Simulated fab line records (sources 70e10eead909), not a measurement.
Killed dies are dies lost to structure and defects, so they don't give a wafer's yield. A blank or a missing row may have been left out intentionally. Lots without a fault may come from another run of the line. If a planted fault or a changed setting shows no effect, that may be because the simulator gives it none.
Struck lot and sound lot, side by side | flow nand_harc | 15 steps out of a route of 1302
Sound: these wafers, L525.2, L525.3, L525.4. Struck: wafers L540.1, L540.4, L540.6. Last of all comes the cause.
At each step with rows: each side's tool, then ch and its chambers, then its first start. Under that, the readings that differ: sound wafers | struck wafers | difference of the means | sigmas: that difference in standard deviations of wafers without a fault.
alike: readings with means less than 2 such deviations apart, plus words and numbers identical on both sides. not compared: withheld readings, readings lacking a value on some wafer, bounds such as >300 that could conceal the same value, and numbers that have no deviation in the record and whose values overlap.
Wherever a step has rows on one side only, a row that says differs or no value, or a row with sigmas, the two part there. When numbers do not overlap yet have no deviation, they are printed without sigmas and do not part them. Lack of a reading on every wafer of one side parts them only where that side has two or more wafers.

NHARC_A_ONON_D2_THK_MEAS_11: measures by ellipsometry.
  sound on film_metro-01 at day 13 09:42; struck on film_metro-01 at day 19 15:51
  alike: thk_nm
then, 1 step without rows for these wafers: NHARC_A_ONON_D2_DEP_12 (target thk 1000 nm).
NHARC_A_ONON_D2_THK_MEAS_14: measures by ellipsometry.
  sound on film_metro-02 at day 13 10:16; struck on film_metro-02 at day 19 16:26
  alike: thk_nm
then, 2 steps without rows for these wafers: NHARC_A_ONON_D2_ANNEAL_15 (time 3600 s); NHARC_A_ONON_D2_DEP_16 (target thk 1000 nm).
NHARC_A_ONON_D2_THK_MEAS_18: measures by ellipsometry.
  sound on film_metro-01 at day 13 18:01; struck on film_metro-01 at day 20 00:10
  alike: thk_nm
then, 1 step without rows for these wafers: NHARC_A_ONON_D2_DEP_19 (target thk 1000 nm).
NHARC_A_ONON_D2_THK_MEAS_21: measures by ellipsometry.
  sound on film_metro-01 at day 13 18:35; struck on film_metro-01 at day 20 00:44
  reading     | sound       | struck         | difference | sigmas
  thk_nm (nm) | 984 983 985 | 1015 1017 1016 | +32        | +3
then, 1 step without rows for these wafers: NHARC_A_ONON_D2_DEP_22 (target thk 1000 nm).
NHARC_A_ONON_D2_THK_MEAS_24: measures by ellipsometry.
  sound on film_metro-01 at day 13 19:09; struck on film_metro-02 at day 20 01:18
  alike: thk_nm
then, 1 step without rows for these wafers: NHARC_A_ONON_D2_DEP_25 (target thk 1000 nm).
NHARC_A_ONON_D2_THK_MEAS_27: measures by ellipsometry.
  sound on film_metro-02 at day 13 19:43; struck on film_metro-01 at day 20 01:52
  alike: thk_nm
NHARC_A_ONON_D2_DEP_28: target thk 1000 nm.
  sound on pecvd_onon-01 ch 0, day 13 19:50; struck on pecvd_onon-02 ch 0, day 20 01:55
  alike: susceptor_temp_C
NHARC_A_ONON_D2_THK_MEAS_30: measures by ellipsometry.
  sound on film_metro-02 at day 13 20:17; struck on film_metro-01 at day 20 02:36
  reading     | sound          | struck      | difference | sigmas
  thk_nm (nm) | 1003 1003 1002 | 414 412 414 | -589       | -70
  not compared: hold
NHARC_END_SORT_01:
  the record has rows for the sound wafers here (prober-02 ch 0, day 25 06:56) and none for the struck ones

== WHERE THEY PART ==
First at NHARC_A_ONON_D2_THK_MEAS_21; last, within this record, at NHARC_END_SORT_01.

WHY: what had been put in by the simulator
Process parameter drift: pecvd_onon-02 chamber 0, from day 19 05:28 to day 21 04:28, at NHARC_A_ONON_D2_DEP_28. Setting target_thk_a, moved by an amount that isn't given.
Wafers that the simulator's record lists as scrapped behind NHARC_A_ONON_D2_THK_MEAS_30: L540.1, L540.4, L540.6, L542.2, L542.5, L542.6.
